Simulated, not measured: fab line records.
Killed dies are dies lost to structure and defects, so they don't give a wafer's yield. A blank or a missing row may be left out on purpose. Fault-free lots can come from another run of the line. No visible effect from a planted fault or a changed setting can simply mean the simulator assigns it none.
Matching of chambers :: flow n5-finfet :: N5_BEOL_M5_PECVD_70 on pecvd-02 has 3 sister chambers
The step deposits SiO2 from TEOS/O2, target thk 16 nm, time 18 s. 3 wafers are shown with their chamber, then 7 later ones without.

== WAFERS, EACH WITH ITS CHAMBER ==
wafer: L088.5
chamber: 1
throttle-valve-pct (%): 25.8

wafer: L093.2
chamber: 0
throttle-valve-pct (%): 21.2

wafer: L093.4
chamber: 2
throttle-valve-pct (%): 21.2

== WAFERS WITHOUT THEIR CHAMBER ==
wafer: L093.5
throttle-valve-pct (%): 21.0

wafer: L096.2
throttle-valve-pct (%): 25.2

wafer: L096.4
throttle-valve-pct (%): 20.9

wafer: L096.5
throttle-valve-pct (%): 25.2

wafer: L097.3
throttle-valve-pct (%): 25.5

wafer: L097.4
throttle-valve-pct (%): 25.5

wafer: L097.5
throttle-valve-pct (%): 21.2

== THE CHAMBER EACH PASSED THROUGH ==
wafer: L093.5
from the rows above: can't be placed: 0 or 2
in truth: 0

wafer: L096.2
from the rows above: 1
in truth: 1

wafer: L096.4
from the rows above: can't be placed: 0 or 2
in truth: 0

wafer: L096.5
from the rows above: 1
in truth: 1

wafer: L097.3
from the rows above: 1
in truth: 1

wafer: L097.4
from the rows above: 1
in truth: 1

wafer: L097.5
from the rows above: can't be placed: 0 or 2
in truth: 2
Correct placement for 4 of the 7. Can't be placed from these rows: 3 (the true chamber is among the candidates in 3). Placed wrongly: 0.
How it was worked out, from the rows above alone: a wafer's distance from a chamber is the root of the sum, over the readings, of the square of ((its reading less the chamber's mean) divided by the reading's scatter). The wafer belongs to the nearest chamber; if the next one is less than 2 further off, it can't be placed. Each chamber's mean is taken over the wafers shown for it. The scatter: root of mean squared gap, hidden wafer to nearest shown wafer, with one shown wafer a chamber.
